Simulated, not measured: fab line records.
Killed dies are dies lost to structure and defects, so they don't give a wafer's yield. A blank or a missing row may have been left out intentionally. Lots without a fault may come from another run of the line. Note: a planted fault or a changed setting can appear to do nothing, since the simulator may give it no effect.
fab line records	flow n5Finfet
[record] lots = 5	wafers = 15	lastDay = 19
route steps=1938 shown MOL_CONTACT_COAG@542 BEOL_M4@1111 PASSIVATION@1936
lots untouched by any fault: they come from a run of this same line in which no faults occurred
startH: start of the lot's first displayed wafer, in hours after the record's first day	waitH: hours from the lot's prior step to this one	" as in the row above	L1.1+2: one row covering several wafers at once	- either no value or no given start	* or withheld: withheld	< > ~ a bound
route shown NAME@n: NAME is a module with steps in the file, n the number in the route of the first one	usual: average and standard deviation across the fault-free wafers	same: alike in all rows	chamber/n: place in a boat	sites: each site's reading	_std_site: how widely they spread, as a standard deviation	_edge_site: mean of outer sites minus mean of inner sites	radiusMm: how far each site lies from the wafer's centre	mask NAME#n: copy n	behind: the most recent tool/chamber to have shaped the wafer	hold: the reason the lot was held/the length of the hold in hours/how it ended	device: which transistor (n, p or np) failed to switch	end of line: at the end of the route, the tests of the same wafers	where a step has no rows: the recipe by itself	killed: the dies lost at the first sort to structure and to defects; this is not the yield of the wafer	map: shows each die of a wafer: x if killed, . if not, _ if none is there
set.NAME: the setting the step ran with; set.NAME@STEP: the setting that earlier step ran with	model.NAME: the simulator's own value behind a step, which no gauge read
a table for each step, a row for each wafer; lots at some steps of the route
services: from which hour (startH, from the record's first day; less than 0 if before it) a tool's chamber was out of use, for how many hours, and why
[[steps]]
[step N5_MOL_CONTACT_COAG_PRECLEAN_111]
[recipe] chemistry = NF3:NH3	afsCycles = 1	tempC = 30	timeS = 20	sublimationTempC = 180	sublimationTimeS = 60	pressureTorr = 3	rfPowerW = 30
[step N5_MOL_CONTACT_COAG_TI_SIL_19]
[recipe] material = Ti	targetThkA = 42	tempC = 200	chamberPressurePa = 5	powerW = 5000	timeS = 15
[step N5_MOL_CONTACT_COAG_ALD_20]
[recipe] material = TiN	targetThkA = 15	tempC = 400	aldPrecursorFamily = TiCl4	aldCoReactant = NH3	pulseTimeS = 1	purgeTimeS = 3	coReactantPurgeTimeS = 2	coReactantPulseTimeS = 2	aldCycles = 68	pressureTorr = 3
[step N5_MOL_CONTACT_COAG_SIL_ANNEAL_21]
[recipe] tempC = 550	timeS = 60	ambient = N2
[step N5_MOL_CONTACT_COAG_PRE_CLEAN_141]
[recipe] gas = H2/He	timeS = 60	tempC = 300
[step N5_MOL_CONTACT_COAG_SPUTTER_143]
[recipe] material = Co	targetThkA = 25	tempC = 25	chamberPressurePa = 0.2
[step N5_MOL_CONTACT_COAG_CO_FILL_22]
[recipe] material = Co	targetThkA = 200	tempC = 200	precursor = CCTBA/H2	pressureTorr = 30
[step N5_MOL_CONTACT_COAG_ANNEAL_113]
[recipe] tempC = 400	timeS = 300	ambient = H2/N2
[step N5_MOL_CONTACT_COAG_PRE_CLEAN_142]
[recipe] gas = H2/He	timeS = 60	tempC = 300
[step N5_MOL_CONTACT_COAG_SPUTTER_130]
[recipe] material = Co	targetThkA = 475	tempC = 25	chamberPressurePa = 0.5	powerW = 3000
[step N5_MOL_CONTACT_COAG_PRECLEAN_125]
[recipe] chemistry = DIW	timeS = 57.5	tempC = 23
[step N5_MOL_CONTACT_COAG_SRD_126]
[recipe] dryTimeS = 32	dry = n2Spin	spinRpm = 1500
[step N5_MOL_CONTACT_COAG_CMP_23]
[recipe] stopOn = SiO2	tOverpolishS = 1.5	postCmpClean = cuAlkaline	downForcePsi = 2	platenRpm = 50.289	padVelocityMS = 1.0006	targetThkNm = 0
[usual] edgeZonePressureFrac = 1.000/0.0054	headPressurePsi = 2.000/0.0047	motorCurrentA = 7.6/0.91	overpolishRunS = 1.499/0.0096	timeToEndpointS = 9.4/2.7
lot.wafer	tool	chamber	startH	waitH	edgeZonePressureFrac	headPressurePsi	motorCurrentA	overpolishRunS	timeToEndpointS	model.Co_of_MOL_CONTACT_COAG_SPUTTER_130.thkNm	model.SiNx_of_GATE_CUT_SAC_CAP_01.thkNm
L324.4	cmp-02	3	182.30	0.0	-	-	-	-	-	47.6	20.4
L324.2	"	2	"	"	-	-	-	-	-	47.6	20.4
L324.6	"	3	"	"	-	-	-	-	-	47.4	20.4
L325.3	cmp-02	2	187.42	0.0	-	-	-	-	-	47	20.4
L325.1	"	3	"	"	-	-	-	-	-	47.2	20.4
L325.6	"	2	"	"	-	-	-	-	-	46.8	20.4
L326.3	cmp-02	2	187.91	0.2	-	-	-	-	-	47.8	20.6
L326.6	"	1	"	"	-	-	-	-	-	47.6	20.4
L326.5	"	2	"	"	-	-	-	-	-	47.6	20.4
L329.3	cmp-03	3	207.23	0.3	1.002	1.997	7.3	1.524	12.6	0	18.2
L329.6	"	0	"	"	0.988	2.002	7.6	1.492	11.9	0	18.2
L329.5	"	1	"	"	1.005	1.997	8.1	1.500	10.6	0	18.2
L332.1	cmp-02	0	227.64	0.1	0.995	2.007	7.8	1.494	12.1	0	18.2
L332.4	"	1	"	"	0.995	2.004	6.9	1.495	7.6	0	18.4
L332.6	"	3	"	"	1.008	2.003	8.9	1.490	10.5	0	18.4
[step N5_MOL_CONTACT_COAG_WET_ETCH_26]
[recipe] target = Co	targetDepthNm = 13
[step N5_MOL_CONTACT_COAG_WET_ETCH_116]
[recipe] chemistry = SC1-inhibited	targetDepthNm = 4.6	dry = ipaMarangoni	rinseTimeS = 30	rinseTempC = 23
[step N5_MOL_CONTACT_COAG_ALD_27]
[recipe] material = SiOC	targetThkA = 170	tempC = 400	aldPrecursorFamily = carbosiloxane	aldCoReactant = H2-plasma	pulseTimeS = 1.5	timeS = 2720	purgeTimeS = 2	coReactantPurgeTimeS = 2	aldCycles = 340	pressureTorr = 2
[step N5_MOL_CONTACT_COAG_CMP_28]
[recipe] stopOn = SiNx	tOverpolishS = 0.85	postCmpClean = alkalineBrush	downForcePsi = 4.15	platenRpm = 51.8	padVelocityMS = 1.0307	targetThkNm = 14.522
[usual] edgeZonePressureFrac = 1.000/0.0055	headPressurePsi = 4.150/0.0094	motorCurrentA = 11.6/1.4
lot.wafer	tool	chamber	startH	waitH	edgeZonePressureFrac	headPressurePsi	motorCurrentA	model.SiNx_of_GATE_CUT_SAC_CAP_01.thkNm
L324.4	cmp-04	1	184.73	0.8	0.997	4.142	11.9	20
L324.2	"	3	"	"	1.004	4.154	9.8	20
L324.6	"	1	"	"	1.000	4.146	11.2	20
L325.1	cmp-03	2	189.81	0.8	1.005	4.157	12.6	20
L325.3	"	0	"	"	0.993	4.137	12.3	20
L325.6	"	2	"	"	1.000	4.142	12.2	20
L326.3	cmp-02	3	191.35	1.0	0.999	4.154	14.3	20.2
L326.6	"	2	"	"	0.999	4.157	9.7	20
L326.5	"	3	"	"	1.004	4.155	13.0	20
L329.3	cmp-03	1	209.62	0.9	1.001	4.157	13.1	18
L329.6	"	3	"	"	0.995	4.139	10.9	18
L329.5	"	0	"	"	1.000	4.150	11.6	18
L332.4	cmp-02	3	230.03	0.8	1.003	4.139	14.1	18
L332.1	"	0	"	"	0.999	4.148	11.3	18
L332.6	"	3	"	"	1.007	4.138	14.1	18
[step N5_MOL_CONTACT_COAG_THK_MEAS_29]
[recipe] reads = SiNx_of_GATE_CUT_PECVD_57+SiNx_of_GATE_CUT_SAC_CAP_01
[usual] MD_CAP_THK = 17.93/0.077
lot.wafer	tool	chamber	startH	waitH	MD_CAP_THK[nm]
L324.2	filmMetro-01	-	185.02	-	19.95
L324.4	"	-	"	"	19.92
L324.6	"	-	"	"	19.91
L325.1	filmMetro-01	-	190.11	-	19.96
L325.3	"	-	"	"	20.04
L325.6	"	-	"	"	20.03
L326.3	filmMetro-02	-	191.61	-	20.13
L326.5	"	-	"	"	19.99
L326.6	"	-	"	"	20.01
L329.3	filmMetro-01	-	209.84	-	17.98
L329.5	"	-	"	"	17.88
L329.6	"	-	"	"	17.91
L332.1	filmMetro-02	-	230.29	-	17.93
L332.4	"	-	"	"	17.95
L332.6	"	-	"	"	17.95
[step N5_MOL_CONTACT_COAG_ALD_123]
[recipe] material = SiNx	targetThkA = 50	tempC = 400	aldPrecursorFamily = SiH2I2	aldCoReactant = N2/H2-plasma	pulseTimeS = 1	purgeTimeS = 2	coReactantPurgeTimeS = 2	aldCycles = 100	pressureTorr = 2
[step N5_MOL_CONTACT_COAG_PECVD_31]
[recipe] material = SiO2	targetThkA = 460	tempC = 400	precursor = TEOS/O2	pressureTorr = 6.5	rfW = withheld	teosFlowSccm = withheld	gas = O2	flowSccm = 2650	timeS = 8.9
[step N5_MOL_CONTACT_COAG_COAT_75]
[recipe] resist = SOC	tempC = 250	timeS = 60	spinRpm = 1500	resistThkNm = 60
[step N5_MOL_CONTACT_COAG_COAT_76]
[recipe] resist = SiARC	tempC = 220	timeS = 60	spinRpm = 1500	resistThkNm = 10
[step N5_MOL_CONTACT_COAG_COAT_77]
[recipe] resist = underlayer	tempC = 205	timeS = 60	spinRpm = 1500	resistThkNm = 10
[step N5_MOL_CONTACT_COAG_COAT_78]
[recipe] resist = CAR-EUV	spinRpm = 1500	resistThkNm = 40
[step N5_MOL_CONTACT_COAG_EBR_80]
[recipe] solvent = PGMEA	ebrWidthMm = 1.5
[step N5_MOL_CONTACT_COAG_SOFTBAKE_79]
[recipe] tempC = 110	timeS = 60	resist = CAR-EUV
[step N5_MOL_CONTACT_COAG_EXPOSE_81]
[recipe] maskId = VG	na = 0.33	sourceShape = annular	sigmaInner = 0.3	sigmaOuter = 0.7	polarization = unpolarized	defocusNm = 0	doseMj = 59.5
[step N5_MOL_CONTACT_COAG_PEB_82]
[recipe] pebTempC = 100	pebTimeS = 60	resist = CAR-EUV
[step N5_MOL_CONTACT_COAG_DEVELOP_83]
[recipe] developTimeS = 30	developer = TMAH	resist = CAR-EUV	rinseLiquid = surfactantRinse	dry = airSpin	devTempC = 23
[step N5_MOL_CONTACT_COAG_DESCUM_88]
[recipe] chemistry = O2	timeS = 7	sourcePowerW = 50	biasPowerW = 20	pressureMtorr = 20	rfFrequencyHz = 2.712e+07	tempC = 40	resist = CAR-EUV	o2FlowSccm = 225
[step N5_MOL_CONTACT_COAG_ETCH_89]
[recipe] chemistry = N2/H2	target = underlayer	targetDepthA = 130	maskMaterial = CAR-EUV	timeS = 10.4	ionEnergyEv = 200	pressureMtorr = 30	sourceW = 840	biasW = 150	n2FlowSccm = 200	h2FlowSccm = 200	ends = cleared
[step N5_MOL_CONTACT_COAG_ETCH_90]
[recipe] chemistry = CF4	target = SiARC	targetDepthA = 130	maskMaterial = CAR-EUV	timeS = 21.7	ionEnergyEv = 80	pressureMtorr = 40	sourceW = 545	biasW = 36	Ar_flow_sccm = 100	cf4FlowSccm = 100	ends = cleared
[step N5_MOL_CONTACT_COAG_ALD_131]
[recipe] material = SiO2	targetThkA = 50	tempC = 100	aldPrecursorFamily = BDEAS	aldCoReactant = O2-plasma	pulseTimeS = 1	coReactantPulseTimeS = 1	purgeTimeS = 2	coReactantPurgeTimeS = 2	aldCycles = 35	pressureTorr = 2
[step N5_MOL_CONTACT_COAG_ETCHBACK_132]
[recipe] chemistry = CHF3	target = SiO2	targetDepthA = 100	timeS = 6.7	ionEnergyEv = 200	pressureMtorr = 30	sourceW = 610	biasW = 170	Ar_flow_sccm = 200	CHF3_flow_sccm = 50
[step N5_MOL_CONTACT_COAG_ETCH_91]
[recipe] chemistry = N2/H2	target = SOC	targetDepthA = 600	overetchA = 210	maskMaterial = SiARC	tempC = 40	timeS = 101.2	ionEnergyEv = 200	pressureMtorr = 30	sourceW = 840	biasW = 150	n2FlowSccm = 200	h2FlowSccm = 200
[step N5_MOL_CONTACT_COAG_STRIP_92]
[recipe] chemistry = N2/H2	tempC = 40	n2FlowSccm = 200	h2FlowSccm = 200	rfFrequencyHz = 6e+07
[step N5_MOL_CONTACT_COAG_STRIP_93]
[recipe] chemistry = N2/H2	tempC = 40	n2FlowSccm = 200	h2FlowSccm = 200	rfFrequencyHz = 6e+07
[step N5_MOL_CONTACT_COAG_ETCH_47]
[recipe] chemistry = CH3F/O2	target = SiNx	targetDepthA = 270	maskMaterial = SiO2	stopOn = W	overEtchFrac = 0.2	ionEnergyEv = 120	endpoint = OES-CN	pressureMtorr = 30	sourceW = 395	biasW = 73	Ar_flow_sccm = 150	CH3F_flow_sccm = 30	O2_flow_sccm = 20	ends = endPoint
[usual] O2_flow_sccm = 20.00/0.063	drypumpMotorCurrentA = 5.49/0.26	etchRfOnTimeS = 31.3/0.65	oesProductAu = 0.68/0.08	rfVppV = 294/3.8	showerheadPlenumPTorr = 1.97/0.057	throttleValvePct = 16.27/0.18
lot.wafer	tool	chamber	startH	waitH	O2_flow_sccm	drypumpMotorCurrentA	etchRfOnTimeS	oesProductAu	rfHoursCounterH	rfVppV	showerheadPlenumPTorr	throttleValvePct	model.etch.tClearS	model.MOL_CONTACT_COAG.featureDepthNm	model.etch.depthNm
L324.2	rieDiel-04	0	186.82	0.0	20.07	5.52	35.1	0.64	217	290	1.98	16.36	29.27	20.6	19.96
L324.4	"	0	"	"	20.06	5.54	35.4	0.64	-	291	1.99	16.35	29.46	20.6	19.94
L324.6	"	3	"	"	19.94	5.22	34.6	0.66	-	296	1.98	16.26	28.84	20.6	19.93
L325.1	rieDiel-04	3	192.36	0.0	19.98	5.24	34.6	0.66	177	296	1.98	16.29	28.87	20.6	19.99
L325.3	"	0	"	"	19.96	5.51	35.3	0.63	219	290	1.98	16.35	29.43	20.6	20.02
L325.6	"	0	"	"	19.93	5.54	35.3	0.64	-	291	1.98	16.34	29.39	20.8	20.05
L326.3	rieDiel-01	2	193.39	0.0	20.04	5.77	35.8	0.65	206	293	1.90	16.50	29.81	20.8	20.13
L326.5	"	0	"	"	19.96	5.32	36.4	0.62	-	297	2.06	16.35	30.34	20.8	20.01
L326.6	"	3	"	"	20.06	5.22	34.9	0.78	-	289	1.94	16.08	29.07	20.6	20.04
L329.3	rieDiel-04	0	212.14	0.0	20.02	5.53	32.2	0.62	229	290	1.98	16.35	26.86	18.6	17.94
L329.5	"	0	"	"	20.00	5.52	32.1	0.62	-	291	1.98	16.37	26.71	18.4	17.91
L329.6	"	2	"	"	20.14	5.45	30.6	0.86	-	296	1.96	15.83	25.52	18.4	17.9
L332.1	rieDiel-04	3	232.14	0.0	20.02	5.23	31.0	0.65	194	297	1.97	16.32	25.83	18.6	17.93
L332.4	"	0	"	"	19.92	5.53	32.2	0.62	235	290	1.98	16.37	26.85	18.6	17.97
L332.6	"	3	"	"	19.98	5.22	31.3	0.65	-	296	1.97	16.32	26.06	18.6	18
[step N5_BEOL_M4_RC_MEAS_101]
[usual] DIBL_N = 36.8/1.9	DIBL_P = 36.5/2.1	IOFF_N = 0.17/0.038	IOFF_P = 0.22/0.039	ION_N = 675/12	ION_P = 463/7.4	SS_N = 71.6/0.71	SS_P = 73.4/0.72	VT_N = 249/3.3	VT_P = -250/3.3
lot.wafer	tool	chamber	startH	waitH	DIBL_N[mV/V]	DIBL_P[mV/V]	IOFF_N[nA/um]	IOFF_P[nA/um]	ION_N[uA/um]	ION_P[uA/um]	SS_N[mV/dec]	SS_P[mV/dec]	VT_N[mV]	VT_P[mV]
L329.3	prober-02	0	333.44	0.3	39.0	38.1	0.21	0.23	686	467	72.6	73.8	246	-249
L329.5	"	0	"	"	39.8	39.1	0.25	0.25	690	468	71.9	73.6	243	-246
L329.6	"	0	"	"	38.5	38.0	0.21	0.24	699	473	71.6	72.8	245	-247
L332.1	prober-02	0	337.64	0.0	35.7	33.8	0.14	0.19	671	458	72.0	73.0	251	-251
L332.4	"	0	"	"	39.4	38.3	0.20	0.26	665	459	73.5	74.1	249	-246
L332.6	"	0	"	"	39.8	39.2	0.23	0.26	689	464	71.8	74.6	246	-246
[step N5_PASSIVATION_PROBE_49]
[usual] killed_at_M0_to_M3 = 33/11	killed_at_M4_up = 15/6.2	killedAtContacts = 13/6.5	killedAtFrontEnd = 38/11	killedAtOther = 3.4/2.6	killedDies = 102/17	killedOnRim = 13/4.1	killedOpen = 67/12	killedShort = 34/7.9
[same] grossDies = 1180	killedAtBackSide = 0
lot.wafer	tool	chamber	startH	waitH	killed_at_M0_to_M3	killed_at_M4_up	killedAtContacts	killedAtFrontEnd	killedAtOther	killedDies	killedOnRim	killedOpen	killedShort
L326.3	prober-01	-	369.40	0.1	17	10	1097	54	2	1180	152	62	29
L326.5	prober-01	-	369.50	0.2	19	11	1087	63	0	1180	152	66	44
L326.6	prober-01	-	369.55	0.3	30	9	1099	42	0	1180	152	73	25
L324.2	prober-01	-	391.92	0.1	31	15	1090	43	1	1180	152	67	30
L324.4	prober-01	-	392.02	0.2	19	10	1109	41	1	1180	152	47	31
L324.6	prober-01	-	392.12	0.3	23	15	1116	22	4	1180	152	55	17
L325.1	prober-01	-	394.00	0.0	20	24	1081	51	4	1180	152	80	44
L325.3	prober-01	-	394.10	0.1	33	18	1073	55	1	1180	152	70	41
L325.6	prober-01	-	394.25	0.3	23	9	1090	55	3	1180	152	74	33
L329.3	prober-02	-	435.94	0.1	37	13	9	55	2	116	16	84	29
L329.5	prober-02	-	436.04	0.2	63	11	21	51	2	148	27	107	36
L329.6	prober-02	-	436.09	0.3	39	17	14	36	5	111	14	79	29
L332.1	prober-01	-	455.29	0.0	45	20	11	44	5	125	11	87	37
L332.4	prober-01	-	455.44	0.2	36	30	8	41	4	119	18	94	25
L332.6	prober-01	-	455.54	0.3	38	29	19	55	4	145	18	86	59
// killed by level:class
L326.3 MOL_CONTACT_COAG:areaCmp=1089 STI_FIN_REVEAL:geometricParticle:open=21 GATE_CUT:geometricParticle:short=9 FIN_SAQP:geometricParticle:short=8 MOL_CONTACT_COAG:geometricParticle:open=8 BEOL_M0_SAQP:geometricParticle:open=6 FIN_SAQP:geometricParticle:open=5 BEOL_M0_SAQP:geometricParticle:short=5
L326.5 MOL_CONTACT_COAG:areaCmp=1069 FIN_SAQP:geometricParticle:short=20 STI_FIN_REVEAL:geometricParticle:open=16 MOL_CONTACT_COAG:geometricParticle:open=16 FIN_SAQP:geometricParticle:open=9 BEOL_M4:geometricParticle:open=6 BEOL_M1:geometricParticle:open=4 BEOL_M0_SAQP:geometricParticle:open=4
L326.6 MOL_CONTACT_COAG:areaCmp=1081 MOL_CONTACT_COAG:geometricParticle:open=15 FIN_SAQP:geometricParticle:open=11 STI_FIN_REVEAL:geometricParticle:open=11 BEOL_M3:geometricParticle:open=10 FIN_SAQP:geometricParticle:short=7 BEOL_M1:geometricParticle:open=6 BEOL_M3:geometricParticle:short=4
L324.2 MOL_CONTACT_COAG:areaCmp=1082 STI_FIN_REVEAL:geometricParticle:open=11 FIN_SAQP:geometricParticle:short=7 GATE_CUT:geometricParticle:short=7 MOL_CONTACT_COAG:geometricParticle:open=7 FIN_SAQP:geometricParticle:open=6 BEOL_M0_SAQP:geometricParticle:open=6 BEOL_M1:geometricParticle:open=6
L324.4 MOL_CONTACT_COAG:areaCmp=1101 GATE_CUT:geometricParticle:short=11 BEOL_M3:geometricParticle:open=6 MOL_CONTACT_COAG:geometricParticle:open=6 STI_FIN_REVEAL:geometricParticle:open=5 BEOL_M4:geometricParticle:open=5 FIN_SAQP:geometricParticle:short=4 ILD0:geometricParticle:short=4
L324.6 MOL_CONTACT_COAG:areaCmp=1108 MOL_CONTACT_COAG:geometricParticle:open=8 BEOL_M4:geometricParticle:open=7 BEOL_M0_SAQP:geometricParticle:open=6 BEOL_M1:geometricParticle:open=6 STI_FIN_REVEAL:geometricParticle:open=5 BEOL_M5:geometricParticle:open=4 FIN_SAQP:geometricParticle:short=3
L325.1 MOL_CONTACT_COAG:areaCmp=1055 MOL_CONTACT_COAG:geometricParticle:open=23 FIN_SAQP:geometricParticle:short=10 BEOL_M1:geometricParticle:open=9 BEOL_M4:geometricParticle:open=9 FIN_SAQP:geometricParticle:open=7 DUMMY_GATE:geometricParticle:open=6 GATE_CUT:geometricParticle:short=5
L325.3 MOL_CONTACT_COAG:areaCmp=1067 FIN_SAQP:geometricParticle:short=24 FIN_SAQP:geometricParticle:open=15 BEOL_M4:geometricParticle:open=11 BEOL_M3:geometricParticle:open=8 BEOL_M0_SAQP:geometricParticle:short=7 BEOL_M0_SAQP:geometricParticle:open=7 MOL_CONTACT_COAG:geometricParticle:open=6
L325.6 MOL_CONTACT_COAG:areaCmp=1073 STI_FIN_REVEAL:geometricParticle:open=16 MOL_CONTACT_COAG:geometricParticle:open=13 FIN_SAQP:geometricParticle:short=11 FIN_SAQP:geometricParticle:open=9 BEOL_M1:geometricParticle:open=9 BEOL_M3:geometricParticle:open=5 MOL_CONTACT_COAG:geometricParticle:short=4
L329.3 FIN_SAQP:geometricParticle:open=20 BEOL_M3:geometricParticle:open=17 STI_FIN_REVEAL:geometricParticle:open=9 BEOL_M2:geometricParticle:open=8 FIN_SAQP:geometricParticle:short=6 MOL_CONTACT_COAG:geometricParticle:open=6 BEOL_M1:geometricParticle:open=5 BEOL_M4:geometricParticle:open=5
L329.5 MOL_CONTACT_COAG:geometricParticle:open=17 BEOL_M2:geometricParticle:open=16 FIN_SAQP:geometricParticle:open=15 BEOL_M1:geometricParticle:open=10 BEOL_M0_SAQP:geometricParticle:open=10 BEOL_M0_SAQP:geometricParticle:short=9 BEOL_M3:geometricParticle:open=9 FIN_SAQP:geometricParticle:short=5
L329.6 FIN_SAQP:geometricParticle:open=10 MOL_CONTACT_COAG:geometricParticle:open=10 BEOL_M3:geometricParticle:open=9 BEOL_M2:geometricParticle:open=7 BEOL_M0:geometricParticle:open=6 STI_FIN_REVEAL:geometricParticle:open=5 DUMMY_GATE:geometricParticle:open=5 BEOL_M1:geometricParticle:open=5
L332.1 FIN_SAQP:geometricParticle:open=16 BEOL_M3:geometricParticle:open=14 BEOL_M4:geometricParticle:open=11 BEOL_M2:geometricParticle:open=10 MOL_CONTACT_COAG:geometricParticle:open=9 FIN_SAQP:geometricParticle:short=6 STI_FIN_REVEAL:geometricParticle:open=6 BEOL_M0_SAQP:geometricParticle:open=6
L332.4 BEOL_M4:geometricParticle:open=20 BEOL_M2:geometricParticle:open=11 FIN_SAQP:geometricParticle:open=9 BEOL_M1:geometricParticle:open=9 MOL_CONTACT_COAG:geometricParticle:open=8 STI_FIN_REVEAL:geometricParticle:open=6 DUMMY_GATE:geometricParticle:open=6 FIN_SAQP:geometricParticle:short=5
L332.6 BEOL_M4:geometricParticle:open=18 GATE_CUT:geometricParticle:short=14 MOL_CONTACT_COAG:geometricParticle:open=11 BEOL_M1:geometricParticle:short=9 FIN_SAQP:geometricParticle:short=8 MOL_CONTACT_COAG:geometricParticle:short=8 BEOL_M3:geometricParticle:open=8 BEOL_M0_SAQP:geometricParticle:open=7
// map L324.2 (x killed, . not)
_________________xxxxxxxxxxxx________________
______________xxxxxxxxxxxxxxxxxx_____________
___________xxxxxxxxxxxxxxxxxxxxxxxx__________
__________xxxxxxxxxxxxxxxxxxxxxxxxxx_________
________xxxxxxxxxxxxxxxxxxxxxxxxxxxxxx_______
_______xxxxxxxxxxxxxxxxxxxxxxxxxxxxxxxx______
______xxxxxxxxxxxxxxxxxxxxxxxxxxxxxxxxxx_____
_____xxxxxxxxxxxxxxxxxxxxxxxxxxxxxxxxxxxx____
____xxxxxxxxxxxxxxxxxxxxxxxxxxxxxxxxxxxxxx___
___xxxxxxxxxxxxxxxxxxxxxxxxxxxxxxxxxxxxxxxx__
___xxxxxxxxxxxxxxxxxxxxxxxxxxxxxxxxxxxxxxxx__
__xxxxxxxxxxxxxxxxxxxxxxxxxxxxxxxxxxxxxxxxxx_
__xxxxxxxxxxxxxxxxxxxxxxxxxxxxxxxxxxxxxxxxxx_
_xxxxxxxxxxxxxxxxxxxxxxxxxxxxxxxxxxxxxxxxxxxx
_xxxxxxxxxxxxxxxxxxxxxxxxxxxxxxxxxxxxxxxxxxxx
_xxxxxxxxxxxxxxxxxxxxxxxxxxxxxxxxxxxxxxxxxxxx
_xxxxxxxxxxxxxxxxxxxxxxxxxxxxxxxxxxxxxxxxxxxx
_xxxxxxxxxxxxxxxxxxxxxxxxxxxxxxxxxxxxxxxxxxxx
_xxxxxxxxxxxxxxxxxxxxxxxxxxxxxxxxxxxxxxxxxxxx
_xxxxxxxxxxxxxxxxxxxxxxxxxxxxxxxxxxxxxxxxxxxx
_xxxxxxxxxxxxxxxxxxxxxxxxxxxxxxxxxxxxxxxxxxxx
__xxxxxxxxxxxxxxxxxxxxxxxxxxxxxxxxxxxxxxxxxx_
__xxxxxxxxxxxxxxxxxxxxxxxxxxxxxxxxxxxxxxxxxx_
___xxxxxxxxxxxxxxxxxxxxxxxxxxxxxxxxxxxxxxxx__
___xxxxxxxxxxxxxxxxxxxxxxxxxxxxxxxxxxxxxxxx__
____xxxxxxxxxxxxxxxxxxxxxxxxxxxxxxxxxxxxxx___
_____xxxxxxxxxxxxxxxxxxxxxxxxxxxxxxxxxxxx____
______xxxxxxxxxxxxxxxxxxxxxxxxxxxxxxxxxx_____
_______xxxxxxxxxxxxxxxxxxxxxxxxxxxxxxxx______
________xxxxxxxxxxxxxxxxxxxxxxxxxxxxxx_______
__________xxxxxxxxxxxxxxxxxxxxxxxxxx_________
___________xxxxxxxxxxxxxxxxxxxxxxxx__________
______________xxxxxxxxxxxxxxxxxx_____________
_________________xxxxxxxxxxxx________________
// map L325.1 (x killed, . not)
_________________xxxxxxxxxxxx________________
______________xxxxxxxxxxxxxxxxxx_____________
___________xxxxxxxxxxxxxxxxxxxxxxxx__________
__________xxxxxxxxxxxxxxxxxxxxxxxxxx_________
________xxxxxxxxxxxxxxxxxxxxxxxxxxxxxx_______
_______xxxxxxxxxxxxxxxxxxxxxxxxxxxxxxxx______
______xxxxxxxxxxxxxxxxxxxxxxxxxxxxxxxxxx_____
_____xxxxxxxxxxxxxxxxxxxxxxxxxxxxxxxxxxxx____
____xxxxxxxxxxxxxxxxxxxxxxxxxxxxxxxxxxxxxx___
___xxxxxxxxxxxxxxxxxxxxxxxxxxxxxxxxxxxxxxxx__
___xxxxxxxxxxxxxxxxxxxxxxxxxxxxxxxxxxxxxxxx__
__xxxxxxxxxxxxxxxxxxxxxxxxxxxxxxxxxxxxxxxxxx_
__xxxxxxxxxxxxxxxxxxxxxxxxxxxxxxxxxxxxxxxxxx_
_xxxxxxxxxxxxxxxxxxxxxxxxxxxxxxxxxxxxxxxxxxxx
_xxxxxxxxxxxxxxxxxxxxxxxxxxxxxxxxxxxxxxxxxxxx
_xxxxxxxxxxxxxxxxxxxxxxxxxxxxxxxxxxxxxxxxxxxx
_xxxxxxxxxxxxxxxxxxxxxxxxxxxxxxxxxxxxxxxxxxxx
_xxxxxxxxxxxxxxxxxxxxxxxxxxxxxxxxxxxxxxxxxxxx
_xxxxxxxxxxxxxxxxxxxxxxxxxxxxxxxxxxxxxxxxxxxx
_xxxxxxxxxxxxxxxxxxxxxxxxxxxxxxxxxxxxxxxxxxxx
_xxxxxxxxxxxxxxxxxxxxxxxxxxxxxxxxxxxxxxxxxxxx
__xxxxxxxxxxxxxxxxxxxxxxxxxxxxxxxxxxxxxxxxxx_
__xxxxxxxxxxxxxxxxxxxxxxxxxxxxxxxxxxxxxxxxxx_
___xxxxxxxxxxxxxxxxxxxxxxxxxxxxxxxxxxxxxxxx__
___xxxxxxxxxxxxxxxxxxxxxxxxxxxxxxxxxxxxxxxx__
____xxxxxxxxxxxxxxxxxxxxxxxxxxxxxxxxxxxxxx___
_____xxxxxxxxxxxxxxxxxxxxxxxxxxxxxxxxxxxx____
______xxxxxxxxxxxxxxxxxxxxxxxxxxxxxxxxxx_____
_______xxxxxxxxxxxxxxxxxxxxxxxxxxxxxxxx______
________xxxxxxxxxxxxxxxxxxxxxxxxxxxxxx_______
__________xxxxxxxxxxxxxxxxxxxxxxxxxx_________
___________xxxxxxxxxxxxxxxxxxxxxxxx__________
______________xxxxxxxxxxxxxxxxxx_____________
_________________xxxxxxxxxxxx________________
[[services]]
tool	chamber	startH	hours	kind
cmp-04	-	160.49	4.0	pm
rieDiel-04	0	165.31	3.0	repair
rieDiel-04	2	183.03	-	clean
rieDiel-04	2	183.03	-	consumableReplace:focusRing
rieDiel-04	2	183.03	14.3	scheduledDown
rieDiel-04	2	183.03	14.3	ventCycle
cmp-04	-	206.74	4.0	pm
cmp-04	-	210.74	-	consumableReplace:conditioner
cmp-04	-	210.74	-	consumableReplace:pad
cmp-04	-	224.54	0.8	repair
[[key]]
[firstSign] step = N5_MOL_CONTACT_COAG_CMP_23	reading = toolRecord	direction = missing
[effect] step = N5_MOL_CONTACT_COAG_THK_MEAS_29	reading = MD_CAP_THK	direction = up	sigmas = 27	usual = 17.93	struck = 19.99
[effect] step = N5_MOL_CONTACT_COAG_ETCH_47	reading = etchRfOnTimeS	direction = up	sigmas = 6.1	usual = *	struck = *
[effect] step = N5_PASSIVATION_PROBE_49	reading = killedAtContacts	direction = up	sigmas = 99+	usual = 13	struck = 1094
[modelEffect] step = N5_MOL_CONTACT_COAG_CMP_23	value = Co_of_MOL_CONTACT_COAG_SPUTTER_130.thkNm	without = 0	struck = 47.4
[modelEffect] step = N5_MOL_CONTACT_COAG_CMP_28	value = SiNx_of_GATE_CUT_SAC_CAP_01.thkNm	without = 17.98	struck = 20.02
[modelEffect] step = N5_MOL_CONTACT_COAG_ETCH_47	value = etch.tClearS	without = 26.39	struck = 29.39
[moreKillsBornAt] N5_MOL_CONTACT_COAG_CMP_23@cmp-02 = 9725
metAt N5_MOL_CONTACT_COAG_CMP_23
struckWafers L324.2,L324.4,L324.6,L325.1,L325.3,L325.6,L326.3,L326.5,L326.6
laterRowsLeftOut L324.2,L324.4,L324.6,L325.1,L325.3,L325.6,L326.3,L326.5,L326.6
testerLeftOut L324,L325,L326
[fault] kind = skippedStepWhole	tool = cmp-02	chamber = -	onsetH = 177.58	steps = N5_MOL_CONTACT_COAG_CMP_23	scope = struckLotsOnly
// testerLeftOut: of these lots the tester's yield and bins aren't shown, on N5 and GAA mostly nor the transistor test; their killed dies are dies lost to structure and defects alone, not to doping, threshold or leakage, so they don't give the yield
// laterRowsLeftOut: the simulator's readings of these wafers behind a module that went badly wrong aren't trusted and aren't shown, but for the sort
